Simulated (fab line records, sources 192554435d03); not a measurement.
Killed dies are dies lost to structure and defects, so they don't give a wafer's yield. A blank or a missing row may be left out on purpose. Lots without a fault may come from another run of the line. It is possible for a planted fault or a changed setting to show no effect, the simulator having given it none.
fab line records -- flow n5-finfet
record: lots: 5, wafers: 15, last-day: 16
route steps=1938 shown BEOL_M4@1099 BEOL_M5@1112 BEOL_M12@1650 PASSIVATION@1936
lots untouched by any fault: they come from a run of this same line in which no faults occurred
start-h: the number of hours between the record's first day and the start of the first shown wafer of the lot -- wait-h: time in hours since the lot's previous step -- " same as the row above -- L1.1+2: one row covering several wafers at once -- - no value, or no start was given -- * or withheld: withheld -- < > ~ a bound
route shown NAME@n: NAME is a module with steps in the file, n the number in the route of the first one -- usual: mean/standard deviation of fault-free wafers -- same: alike in all rows -- chamber/n: place in a boat -- sites: each site's reading -- _std_site: the values' standard deviation -- _edge_site: outer sites' mean less inner sites' -- radius-mm: for every site, how far away it sits from the centre of the wafer -- mask NAME#n: copy n -- behind: the most recent tool/chamber to have shaped the wafer -- hold: the reason the lot was held/the length of the hold in hours/how it ended -- device: the transistor (n, p or np) that didn't switch -- end of line: the route-end tests of the same wafers -- where a step has no rows: the recipe by itself -- killed: the dies lost at the first sort to structure and to defects; this is not the yield of the wafer -- map: per-die view of a wafer (x killed, . not killed, _ where there is no die)
set.NAME: the setting as run; set.NAME@STEP: as run at that earlier step -- model.NAME: the simulator's own value behind a step, which no gauge read
certain route steps with their lots: each step a table, each wafer a row
== steps ==
step: N5_BEOL_M4_ANNEAL_95
recipe: temp-c: 400, time-s: 240, ambient: vacuum
step: N5_BEOL_M4_SPUTTER_96
recipe: material: Cu, target-thk-a: 45, temp-c: -20, chamber-pressure-pa: 0.07, power-w: withheld, time-s: 8.29
step: N5_BEOL_M4_ECD_50
recipe: material: Cu, target-thk-a: 3000
step: N5_BEOL_M4_ANNEAL_51
recipe: temp-c: 225, time-s: 90, ambient: N2
step: N5_BEOL_M4_CMP_52
recipe: stop-on: SiOC, t-overpolish-s: 6.8, down-force-psi: 1, platen-rpm: 50, clearing-platen-down-force-psi: 1.5, clearing-platen-rpm: 50, post-cmp-clean: cu-alkaline, target-thk-nm: 40, clearing-platen-pad-velocity-m-s: 0.99484, pad-velocity-m-s: 0.99484
step: N5_BEOL_M4_PRE_CLEAN_60
recipe: gas: NH3/H2, time-s: 15, temp-c: *, rf-power-w: 300
step: N5_BEOL_M4_CO_CAP_55
recipe: material: Co, target-thk-a: 20, temp-c: 200, precursor: CCTBA/H2, pressure-torr: 30, time-s: 102.1
step: N5_BEOL_M4_PRE_CLEAN_56
recipe: gas: NH3, time-s: 15, temp-c: withheld, rf-power-w: 300
step: N5_BEOL_M4_DEP_57
recipe: material: SiCN, target-thk-a: 80, temp-c: withheld, precursor: 3MS/NH3, pressure-torr: 3, rf-w: 202, time-s: 14
step: N5_BEOL_M4_RC_MEAS_101
usual: DIBL_N: 36.6/2.1, DIBL_P: 36.3/2.2, IOFF_N: 0.16/0.036, IOFF_P: 0.21/0.038, ION_N: 671/12, ION_P: 460/7.5, SS_N: 71.8/0.72, SS_P: 73.3/0.72, VT_N: 250/3.2, VT_P: -250/3.5
lot.wafer,tool,chamber,start-h,wait-h,DIBL_N[mV/V],DIBL_P[mV/V],IOFF_N[nA/um],IOFF_P[nA/um],ION_N[uA/um],ION_P[uA/um],SS_N[mV/dec],SS_P[mV/dec],VT_N[mV],VT_P[mV]
L114.1,prober-01,0,208.95,0.0,34.1,33.5,0.14,0.18,662,451,70.5,73.2,252,-253
L114.4,prober-01,0,208.95,0.0,34.2,35.0,0.14,0.20,673,466,70.8,72.8,251,-253
L114.5,prober-01,0,208.95,0.0,33.3,33.0,0.13,0.18,665,458,70.1,72.7,251,-253
L113.2,prober-02,0,212.71,0.2,40.5,39.7,0.24,0.29,704,478,71.8,74.3,242,-245
L113.4,prober-02,0,212.71,0.2,37.3,36.8,0.15,0.24,663,464,72.6,73.3,251,-247
L113.5,prober-02,0,212.71,0.2,36.8,36.2,0.15,0.24,663,458,71.6,73.5,249,-248
L116.3,prober-01,0,223.83,0.3,36.1,36.4,0.18,0.26,682,473,71.9,72.5,248,-244
L116.5,prober-01,0,223.83,0.3,35.9,36.6,0.17,0.26,670,460,71.7,73.4,248,-245
L116.6,prober-01,0,223.83,0.3,36.5,36.7,0.19,0.25,692,476,71.7,73.0,247,-244
L118.1,prober-01,0,227.04,0.0,38.6,38.7,0.20,0.24,673,466,72.2,73.7,247,-247
L118.5,prober-01,0,227.04,0.0,36.8,36.3,0.17,0.21,682,465,71.4,73.0,246,-249
L118.6,prober-01,0,227.04,0.0,38.1,38.7,0.19,0.25,665,456,72.6,73.9,247,-248
L127.1,prober-01,0,290.79,0.0,36.8,35.6,0.16,0.24,669,462,71.5,73.6,249,-249
L127.4,prober-01,0,290.79,0.0,33.8,31.9,0.11,0.18,635,448,71.4,71.7,256,-249
L127.6,prober-01,0,290.79,0.0,34.5,32.6,0.13,0.19,668,458,71.1,72.1,250,-248
step: N5_BEOL_M5_ILD_DEP_00
recipe: material: SiCOH_lowk, target-thk-a: 1406.4, temp-c: 300, precursor: DEMS/porogen, pressure-torr: 5, rf-w: 500, time-s: 25.9
step: N5_BEOL_M5_CURE_79
recipe: temp-c: 385, time-s: 240, ambient: He/Ar, material: SiCOH_lowk
step: N5_BEOL_M5_PECVD_70
recipe: material: SiO2, target-thk-a: 160, temp-c: 400, precursor: TEOS/O2, pressure-torr: 5.5, rf-w: 450, teos-flow-sccm: 53.8, gas: O2, flow-sccm: 3000, time-s: 18
step: N5_BEOL_M5_HM_DEP_02
recipe: material: TiN, target-thk-a: 200, temp-c: 25, chamber-pressure-pa: 0.49996
step: N5_BEOL_M5_COAT_59
recipe: resist: SOC, temp-c: 250, time-s: 60, spin-rpm: 1500, resist-thk-nm: 60
step: N5_BEOL_M5_COAT_60
recipe: resist: SiARC, temp-c: 220, time-s: 60, spin-rpm: 1500, resist-thk-nm: 12
step: N5_BEOL_M5_COAT_71
recipe: resist: underlayer, temp-c: 205, time-s: 60, spin-rpm: 1500, resist-thk-nm: 5
step: N5_BEOL_M5_COAT_05
recipe: resist: CAR-EUV, spin-rpm: 1500, resist-thk-nm: 30
step: N5_BEOL_M5_EBR_07
recipe: solvent: PGMEA, ebr-width-mm: 1.5
step: N5_BEOL_M5_SOFTBAKE_06
recipe: temp-c: 110, time-s: 60, resist: CAR-EUV
step: N5_BEOL_M5_EXPOSE_08
recipe: mask-id: M5, na: 0.33, source-shape: annular, sigma-inner: 0.4, sigma-outer: 0.8, polarization: unpolarized, target-cd-nm: 28, dose-mj: 35.75
step: N5_BEOL_M5_PEB_09
recipe: peb-temp-c: 100, peb-time-s: 60, resist: CAR-EUV
step: N5_BEOL_M5_DEVELOP_10
recipe: develop-time-s: 30, developer: TMAH, resist: CAR-EUV, rinse-liquid: surfactant-rinse, dry: air-spin, dev-temp-c: 23
step: N5_BEOL_M5_DESCUM_16
recipe: chemistry: O2, time-s: 7, source-power-w: 50, bias-power-w: 20, pressure-mtorr: 20, rf-frequency-hz: 2.712e+07, temp-c: 40, resist: CAR-EUV, o2-flow-sccm: 225
step: N5_BEOL_M5_ETCH_72
recipe: chemistry: N2/H2, target: underlayer, target-depth-a: 65, mask-material: CAR-EUV, time-s: 5.2, ion-energy-ev: 200, pressure-mtorr: 30, source-w: 840, bias-w: 150, n2-flow-sccm: 200, h2-flow-sccm: 200, ends: cleared
step: N5_BEOL_M5_ETCH_61
recipe: chemistry: CF4, target: SiARC, target-depth-a: 156, mask-material: CAR-EUV, time-s: 26, ion-energy-ev: 80, pressure-mtorr: 40, source-w: 545, bias-w: 36, Ar_flow_sccm: 100, cf4-flow-sccm: 100, ends: cleared
step: N5_BEOL_M5_ETCH_62
recipe: chemistry: N2/H2, target: SOC, target-depth-a: 750, overetch-a: 150, mask-material: SiARC, temp-c: 40, time-s: 112.5, ion-energy-ev: 200, pressure-mtorr: 30, source-w: 840, bias-w: 150, n2-flow-sccm: 200, h2-flow-sccm: 200
step: N5_BEOL_M5_STRIP_63
recipe: chemistry: N2/H2, temp-c: 40, n2-flow-sccm: 200, h2-flow-sccm: 200, rf-frequency-hz: 6e+07
step: N5_BEOL_M5_STRIP_73
recipe: chemistry: N2/H2, temp-c: 40, n2-flow-sccm: 200, h2-flow-sccm: 200, rf-frequency-hz: 6e+07
step: N5_BEOL_M5_STRIP_64
recipe: chemistry: CF4, resist: SiARC, power-w: 300, bias-power-w: 75, pressure-mtorr: 50, cf4-flow-sccm: 150, rf-frequency-hz: 6e+07
step: N5_BEOL_M5_HM_OPEN_17
recipe: chemistry: Cl2/BCl3, target-depth-a: 200, overetch-a: 60, target: TiN, mask-material: SOC, ion-energy-ev: 150, pressure-mtorr: 10, icp-w: 1000, bias-w: 126, Cl2_flow_sccm: 53.25, bcl3-flow-sccm: 21.75, Ar_flow_sccm: 25
step: N5_BEOL_M5_STRIP_19
recipe: chemistry: O2, power-w: 400, temp-c: 40, pressure-mtorr: 30, rf-frequency-hz: 6e+07, bias-power-w: 0, overash-fraction: 0.2, o2-flow-sccm: 225
step: N5_BEOL_M5_COAT_65
recipe: resist: SOC, temp-c: 250, time-s: 60, spin-rpm: 1500, resist-thk-nm: 60
step: N5_BEOL_M5_COAT_66
recipe: resist: SiARC, temp-c: 220, time-s: 60, spin-rpm: 1500, resist-thk-nm: 12
step: N5_BEOL_M12_SPUTTER_45
recipe: material: Cu, target-thk-a: 800, temp-c: -20, bias-v: 60, power-w: 26000, chamber-pressure-pa: 0.13, time-s: 13.33
usual: bias-v: 60.0/0.55, cathode-dc-power-W: 26000/4.7, chuck-gas-flow-sccm: 1.25/0.052, substrate-temp-c: -20.01/0.11, throttle-valve-pct: 29.8/1
lot.wafer,tool,chamber,start-h,wait-h,bias-v,cathode-dc-power-W,chuck-gas-flow-sccm,substrate-temp-c,throttle-valve-pct
L114.1,pvd-sputter-03,-,275.36,0.0,59.9,26004,1.27,-19.85,29.4
L114.4,pvd-sputter-03,-,275.36,0.0,59.7,25992,1.28,-19.85,30.3
L114.5,pvd-sputter-03,-,275.36,0.0,60.2,25994,1.34,-19.89,29.9
L113.2,pvd-sputter-03,-,282.12,0.0,-,-,-,-,-
L113.4,pvd-sputter-03,-,282.12,0.0,-,-,-,-,-
L113.5,pvd-sputter-03,-,282.12,0.0,-,-,-,-,-
L116.3,pvd-sputter-03,-,291.69,0.0,-,-,-,-,-
L116.5,pvd-sputter-03,-,291.69,0.0,-,-,-,-,-
L116.6,pvd-sputter-03,-,291.69,0.0,-,-,-,-,-
L118.1,pvd-sputter-03,-,294.53,0.0,-,-,-,-,-
L118.5,pvd-sputter-03,-,294.53,0.0,-,-,-,-,-
L118.6,pvd-sputter-03,-,294.53,0.0,-,-,-,-,-
L127.1,pvd-sputter-01,-,353.78,0.0,60.4,25999,1.21,-20.05,27.9
L127.4,pvd-sputter-01,-,353.78,0.0,60.2,26004,1.25,-19.94,29.9
L127.6,pvd-sputter-01,-,353.78,0.0,60.6,26011,1.32,-20.26,27.7
step: N5_PASSIVATION_PROBE_49
usual: defect-limited-yield: 91.1/1.4, killed_at_M0_to_M3: 33/9.1, killed_at_M4_up: 14/5.6, killed-at-contacts: 13/5.7, killed-at-front-end: 42/12, killed-at-other: 4/3, killed-dies: 105/16, killed-on-rim: 13/4, killed-open: 69/11, killed-short: 34/7.5, sort_bin_5_function: 5.2/0.91, sort_bin_6_memory: 3.3/0.64, sort_bin_8_speed: 0.0/0.37, sort-n-pass: 1075/16, sort-yield-pct: 91.1/1.4
same: gross-dies: 1180, killed-at-back-side: 0, sort_bin_4_leakage[%]: 0
lot.wafer,tool,chamber,start-h,wait-h,defect-limited-yield[%],killed_at_M0_to_M3,killed_at_M4_up,killed-at-contacts,killed-at-front-end,killed-at-other,killed-dies,killed-on-rim,killed-open,killed-short,sort_bin_5_function[%],sort_bin_6_memory[%],sort_bin_8_speed[%],sort-n-pass,sort-yield-pct[%]
L114.1,prober-02,-,309.73,0.0,91.5,40,6,18,35,1,100,19,65,34,5.1,3.2,0,1080,91.5
L114.4,prober-02,-,309.88,0.2,93.5,28,9,7,32,1,77,11,50,27,4.2,1.9,0,1103,93.5
L114.5,prober-02,-,309.93,0.2,90.3,50,10,7,44,3,114,6,72,40,6.0,3.6,0,1066,90.3
L113.2,prober-01,-,311.06,0.2,0,36,1077,17,44,6,1180,152,76,38,95.3,4.2,0,0,0
L113.4,prober-01,-,311.16,0.3,0,27,1104,10,38,1,1180,152,65,33,96.9,2.4,0,0,0
L113.5,prober-01,-,311.21,0.4,0,22,1104,11,42,1,1180,152,66,22,97.0,2.8,0,0,0
L116.3,prober-01,-,323.15,0.1,0,14,1100,21,43,2,1180,152,54,38,96.6,3.1,0,0,0
L116.5,prober-01,-,323.25,0.2,0,29,1095,16,39,1,1180,152,54,33,96.9,2.9,0,0,0
L116.6,prober-01,-,323.30,0.3,0,29,1099,17,30,5,1180,152,56,36,97.4,2.4,0,0,0
L118.1,prober-02,-,326.50,0.0,0,31,1095,14,33,7,1180,152,66,29,95.8,4.0,0,0,0
L118.5,prober-02,-,326.70,0.2,0,29,1095,11,37,8,1180,152,73,25,96.6,3.0,0,0,0
L118.6,prober-02,-,326.75,0.3,0,53,1092,7,25,3,1180,152,78,34,95.4,4.3,0,0,0
L127.1,prober-02,-,390.05,0.0,94.7,17,15,5,25,1,63,9,46,17,3.3,1.9,0,1117,94.7
L127.4,prober-02,-,390.20,0.2,92.8,34,16,11,20,4,85,8,63,20,4.1,2.8,4.4,1043,88.4
L127.6,prober-02,-,390.30,0.3,91.0,28,14,6,52,6,106,12,68,37,5.8,3.0,0,1074,91.0
killed by level:class
L114.1 MOL_CONTACT_COAG:geometric-particle:open=16 BEOL_M1:geometric-particle:open=11 FIN_SAQP:geometric-particle:short=7 BEOL_M3:geometric-particle:open=7 GATE_CUT:geometric-particle:open=5 BEOL_M0_SAQP:geometric-particle:short=5 STI_FIN_REVEAL:geometric-particle:open=4 GATE_CUT:geometric-particle:short=4
L114.4 BEOL_M1:geometric-particle:open=7 ILD0:geometric-particle:short=6 BEOL_M2:geometric-particle:open=5 BEOL_M3:geometric-particle:open=5 FIN_SAQP:geometric-particle:short=4 MOL_CONTACT_COAG:geometric-particle:open=4 BEOL_M0_SAQP:geometric-particle:short=4 BEOL_M6:geometric-particle:open=4
L114.5 BEOL_M0_SAQP:geometric-particle:open=16 BEOL_M0_SAQP:geometric-particle:short=10 BEOL_M1:geometric-particle:open=10 FIN_SAQP:geometric-particle:open=9 BEOL_M3:geometric-particle:open=9 FIN_SAQP:geometric-particle:short=8 STI_FIN_REVEAL:geometric-particle:open=6 GATE_CUT:geometric-particle:short=6
L113.2 BEOL_M12:area-sputter=542 BEOL_M12:area-ecd=524 MOL_CONTACT_COAG:geometric-particle:open=13 BEOL_M0_SAQP:geometric-particle:open=13 BEOL_M0_SAQP:geometric-particle:short=8 FIN_SAQP:geometric-particle:short=7 FIN_SAQP:geometric-particle:open=7 BEOL_M3:geometric-particle:open=7
L113.4 BEOL_M12:area-sputter=541 BEOL_M12:area-ecd=540 BEOL_M4:geometric-particle:open=12 STI_FIN_REVEAL:geometric-particle:open=10 MOL_CONTACT_COAG:geometric-particle:open=10 FIN_SAQP:geometric-particle:short=9 BEOL_M0_SAQP:geometric-particle:short=7 BEOL_M0_SAQP:geometric-particle:open=5
L113.5 BEOL_M12:area-sputter=591 BEOL_M12:area-ecd=500 STI_FIN_REVEAL:geometric-particle:open=15 MOL_CONTACT_COAG:geometric-particle:open=10 BEOL_M4:geometric-particle:open=6 FIN_SAQP:geometric-particle:open=5 DUMMY_GATE:geometric-particle:open=5 BEOL_M0_SAQP:geometric-particle:short=4
L116.3 BEOL_M12:area-ecd=554 BEOL_M12:area-sputter=534 MOL_CONTACT_COAG:geometric-particle:open=17 FIN_SAQP:geometric-particle:short=8 FIN_SAQP:geometric-particle:open=7 STARTING-WAFER:geometric-particle:short=7 GATE_CUT:geometric-particle:short=6 STI_FIN_REVEAL:geometric-particle:open=5
L116.5 BEOL_M12:area-ecd=570 BEOL_M12:area-sputter=521 MOL_CONTACT_COAG:geometric-particle:open=14 FIN_SAQP:geometric-particle:short=8 STI_FIN_REVEAL:geometric-particle:open=8 BEOL_M2:geometric-particle:open=7 BEOL_M0_SAQP:geometric-particle:short=6 DUMMY_GATE:geometric-particle:open=5
L116.6 BEOL_M12:area-sputter=576 BEOL_M12:area-ecd=512 MOL_CONTACT_COAG:geometric-particle:open=13 FIN_SAQP:geometric-particle:short=8 BEOL_M0_SAQP:geometric-particle:open=8 GATE_CUT:geometric-particle:short=6 BEOL_M2:geometric-particle:open=6 STI_FIN_REVEAL:geometric-particle:open=5
L118.1 BEOL_M12:area-sputter=571 BEOL_M12:area-ecd=514 BEOL_M0_SAQP:geometric-particle:open=12 MOL_CONTACT_COAG:geometric-particle:open=10 DUMMY_GATE:geometric-particle:open=9 FIN_SAQP:geometric-particle:open=8 BEOL_M0_SAQP:geometric-particle:short=7 BEOL_M3:geometric-particle:open=7
L118.5 BEOL_M12:area-ecd=563 BEOL_M12:area-sputter=518 MOL_CONTACT_COAG:geometric-particle:open=10 BEOL_M4:geometric-particle:open=10 FIN_SAQP:geometric-particle:open=8 ILD0:geometric-particle:open=7 BEOL_M0_SAQP:geometric-particle:open=7 FIN_SAQP:geometric-particle:short=5
L118.6 BEOL_M12:area-sputter=546 BEOL_M12:area-ecd=522 BEOL_M0_SAQP:geometric-particle:short=13 BEOL_M4:geometric-particle:open=12 BEOL_M3:geometric-particle:open=11 BEOL_M1:geometric-particle:open=8 STI_FIN_REVEAL:geometric-particle:open=7 BEOL_M0_SAQP:geometric-particle:open=7
L127.1 STI_FIN_REVEAL:geometric-particle:open=6 BEOL_M4:geometric-particle:open=6 BEOL_M3:geometric-particle:open=5 BEOL_M0_SAQP:geometric-particle:open=5 STARTING-WAFER:geometric-particle:open=5 DUMMY_GATE:geometric-particle:open=4 GATE_CUT:geometric-particle:short=4 MOL_CONTACT_COAG:geometric-particle:open=4
L127.4 BEOL_M1:geometric-particle:open=11 MOL_CONTACT_COAG:geometric-particle:open=9 BEOL_M3:geometric-particle:open=7 BEOL_M2:geometric-particle:open=6 STI_FIN_REVEAL:geometric-particle:open=5 BEOL_M4:geometric-particle:short=5 DUMMY_GATE:geometric-particle:open=3 GATE_CUT:geometric-particle:short=3
L127.6 FIN_SAQP:geometric-particle:open=13 FIN_SAQP:geometric-particle:short=10 STI_FIN_REVEAL:geometric-particle:open=10 BEOL_M0_SAQP:geometric-particle:short=8 BEOL_M3:geometric-particle:open=7 MOL_CONTACT_COAG:geometric-particle:open=6 BEOL_M0_SAQP:geometric-particle:open=5 STARTING-WAFER:geometric-particle:open=5
map L113.2 (x killed, . not)
_________________xxxxxxxxxxxx________________
______________xxxxxxxxxxxxxxxxxx_____________
___________xxxxxxxxxxxxxxxxxxxxxxxx__________
__________xxxxxxxxxxxxxxxxxxxxxxxxxx_________
________xxxxxxxxxxxxxxxxxxxxxxxxxxxxxx_______
_______xxxxxxxxxxxxxxxxxxxxxxxxxxxxxxxx______
______xxxxxxxxxxxxxxxxxxxxxxxxxxxxxxxxxx_____
_____xxxxxxxxxxxxxxxxxxxxxxxxxxxxxxxxxxxx____
____xxxxxxxxxxxxxxxxxxxxxxxxxxxxxxxxxxxxxx___
___xxxxxxxxxxxxxxxxxxxxxxxxxxxxxxxxxxxxxxxx__
___xxxxxxxxxxxxxxxxxxxxxxxxxxxxxxxxxxxxxxxx__
__xxxxxxxxxxxxxxxxxxxxxxxxxxxxxxxxxxxxxxxxxx_
__xxxxxxxxxxxxxxxxxxxxxxxxxxxxxxxxxxxxxxxxxx_
_xxxxxxxxxxxxxxxxxxxxxxxxxxxxxxxxxxxxxxxxxxxx
_xxxxxxxxxxxxxxxxxxxxxxxxxxxxxxxxxxxxxxxxxxxx
_xxxxxxxxxxxxxxxxxxxxxxxxxxxxxxxxxxxxxxxxxxxx
_xxxxxxxxxxxxxxxxxxxxxxxxxxxxxxxxxxxxxxxxxxxx
_xxxxxxxxxxxxxxxxxxxxxxxxxxxxxxxxxxxxxxxxxxxx
_xxxxxxxxxxxxxxxxxxxxxxxxxxxxxxxxxxxxxxxxxxxx
_xxxxxxxxxxxxxxxxxxxxxxxxxxxxxxxxxxxxxxxxxxxx
_xxxxxxxxxxxxxxxxxxxxxxxxxxxxxxxxxxxxxxxxxxxx
__xxxxxxxxxxxxxxxxxxxxxxxxxxxxxxxxxxxxxxxxxx_
__xxxxxxxxxxxxxxxxxxxxxxxxxxxxxxxxxxxxxxxxxx_
___xxxxxxxxxxxxxxxxxxxxxxxxxxxxxxxxxxxxxxxx__
___xxxxxxxxxxxxxxxxxxxxxxxxxxxxxxxxxxxxxxxx__
____xxxxxxxxxxxxxxxxxxxxxxxxxxxxxxxxxxxxxx___
_____xxxxxxxxxxxxxxxxxxxxxxxxxxxxxxxxxxxx____
______xxxxxxxxxxxxxxxxxxxxxxxxxxxxxxxxxx_____
_______xxxxxxxxxxxxxxxxxxxxxxxxxxxxxxxx______
________xxxxxxxxxxxxxxxxxxxxxxxxxxxxxx_______
__________xxxxxxxxxxxxxxxxxxxxxxxxxx_________
___________xxxxxxxxxxxxxxxxxxxxxxxx__________
______________xxxxxxxxxxxxxxxxxx_____________
_________________xxxxxxxxxxxx________________
map L116.3 (x killed, . not)
_________________xxxxxxxxxxxx________________
______________xxxxxxxxxxxxxxxxxx_____________
___________xxxxxxxxxxxxxxxxxxxxxxxx__________
__________xxxxxxxxxxxxxxxxxxxxxxxxxx_________
________xxxxxxxxxxxxxxxxxxxxxxxxxxxxxx_______
_______xxxxxxxxxxxxxxxxxxxxxxxxxxxxxxxx______
______xxxxxxxxxxxxxxxxxxxxxxxxxxxxxxxxxx_____
_____xxxxxxxxxxxxxxxxxxxxxxxxxxxxxxxxxxxx____
____xxxxxxxxxxxxxxxxxxxxxxxxxxxxxxxxxxxxxx___
___xxxxxxxxxxxxxxxxxxxxxxxxxxxxxxxxxxxxxxxx__
___xxxxxxxxxxxxxxxxxxxxxxxxxxxxxxxxxxxxxxxx__
__xxxxxxxxxxxxxxxxxxxxxxxxxxxxxxxxxxxxxxxxxx_
__xxxxxxxxxxxxxxxxxxxxxxxxxxxxxxxxxxxxxxxxxx_
_xxxxxxxxxxxxxxxxxxxxxxxxxxxxxxxxxxxxxxxxxxxx
_xxxxxxxxxxxxxxxxxxxxxxxxxxxxxxxxxxxxxxxxxxxx
_xxxxxxxxxxxxxxxxxxxxxxxxxxxxxxxxxxxxxxxxxxxx
_xxxxxxxxxxxxxxxxxxxxxxxxxxxxxxxxxxxxxxxxxxxx
_xxxxxxxxxxxxxxxxxxxxxxxxxxxxxxxxxxxxxxxxxxxx
_xxxxxxxxxxxxxxxxxxxxxxxxxxxxxxxxxxxxxxxxxxxx
_xxxxxxxxxxxxxxxxxxxxxxxxxxxxxxxxxxxxxxxxxxxx
_xxxxxxxxxxxxxxxxxxxxxxxxxxxxxxxxxxxxxxxxxxxx
__xxxxxxxxxxxxxxxxxxxxxxxxxxxxxxxxxxxxxxxxxx_
__xxxxxxxxxxxxxxxxxxxxxxxxxxxxxxxxxxxxxxxxxx_
___xxxxxxxxxxxxxxxxxxxxxxxxxxxxxxxxxxxxxxxx__
___xxxxxxxxxxxxxxxxxxxxxxxxxxxxxxxxxxxxxxxx__
____xxxxxxxxxxxxxxxxxxxxxxxxxxxxxxxxxxxxxx___
_____xxxxxxxxxxxxxxxxxxxxxxxxxxxxxxxxxxxx____
______xxxxxxxxxxxxxxxxxxxxxxxxxxxxxxxxxx_____
_______xxxxxxxxxxxxxxxxxxxxxxxxxxxxxxxx______
________xxxxxxxxxxxxxxxxxxxxxxxxxxxxxx_______
__________xxxxxxxxxxxxxxxxxxxxxxxxxx_________
___________xxxxxxxxxxxxxxxxxxxxxxxx__________
______________xxxxxxxxxxxxxxxxxx_____________
_________________xxxxxxxxxxxx________________
== key ==
first-sign: step: N5_BEOL_M12_SPUTTER_45, reading: tool-record, direction: missing
effect: step: N5_PASSIVATION_PROBE_49, reading: killed_at_M4_up, direction: up, sigmas: 99+, usual: 14, struck: 1096
more-kills-born-at: N5_BEOL_M12_SPUTTER_45@pvd-sputter-03: 4940, N5_BEOL_M12_ECD_47@ecd-cu-02: 4799
met-at N5_BEOL_M12_SPUTTER_45
struck-wafers L113.2,L113.4,L113.5,L116.3,L116.5,L116.6,L118.1,L118.5,L118.6
later-rows-left-out L113.2,L113.4,L113.5,L116.3,L116.5,L116.6,L118.1,L118.5,L118.6
onset-between 275.36 282.12
fault: kind: skipped-step-whole, tool: pvd-sputter-03, chamber: -, onset-h: 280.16, steps: N5_BEOL_M12_SPUTTER_45, scope: struck-lots-only
later-rows-left-out: the simulator's readings of these wafers behind a module that went badly wrong aren't trusted and aren't shown, but for the sort
